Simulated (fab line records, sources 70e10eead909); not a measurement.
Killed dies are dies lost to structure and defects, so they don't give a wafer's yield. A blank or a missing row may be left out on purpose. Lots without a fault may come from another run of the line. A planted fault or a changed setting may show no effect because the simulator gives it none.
Chamber matching | flow nand_harc | NHARC_A_CHANNEL_HOLE_D2_ETCH_44 on rie_diel-13: 4 sister chambers
The step etches the open film in CF4/O2, target depth 140 nm, overetch 14 nm, time 77 s. 7 wafers are shown with their chamber, then 7 later ones without.

WAFERS WITH THEIR CHAMBER
wafer  | chamber | drypump_motor_current_A (A) | rf_vpp_V (V)
L362.6 | 3       | 6.1                         | 199.0
L361.2 | 1       | 5.2                         | 198.3
L364.1 | 2       | 5.5                         | 199.3
L364.2 | 0       | 5.8                         | 197.2
L364.5 | 1       | 5.3                         | 198.5
L366.3 | 2       | 5.5                         | 200.6
L366.5 | 0       | 5.8                         | 196.4

WAFERS WITHOUT THEIR CHAMBER
wafer  | drypump_motor_current_A (A) | rf_vpp_V (V)
L366.6 | 6.0                         | 200.8
L380.3 | 5.8                         | 197.2
L380.4 | 5.5                         | 199.6
L380.6 | 5.8                         | 195.9
L381.2 | 6.0                         | 199.9
L381.3 | 5.5                         | 199.1
L381.4 | 5.3                         | 198.6

WHICH CHAMBER EACH WENT THROUGH
wafer  | from the rows above | in truth
L366.6 | 3                   | 3
L380.3 | 0                   | 0
L380.4 | 2                   | 2
L380.6 | 0                   | 0
L381.2 | 3                   | 3
L381.3 | 2                   | 2
L381.4 | 1                   | 1
Placed correctly: 7 of 7. Can't be placed from these rows: 0. Placed wrongly: 0.
How it was worked out, from the rows above alone: a wafer's distance from a chamber is the root of the sum, over the readings, of the square of ((its reading less the chamber's mean) divided by the reading's scatter). The wafer belongs to the nearest chamber; if the next one is less than 2 further off, it can't be placed. A chamber's mean is the mean of its shown wafers. The scatter: the root of (the sum of the squares of (reading less its chamber's mean) over the shown wafers, divided by (wafers less chambers)).
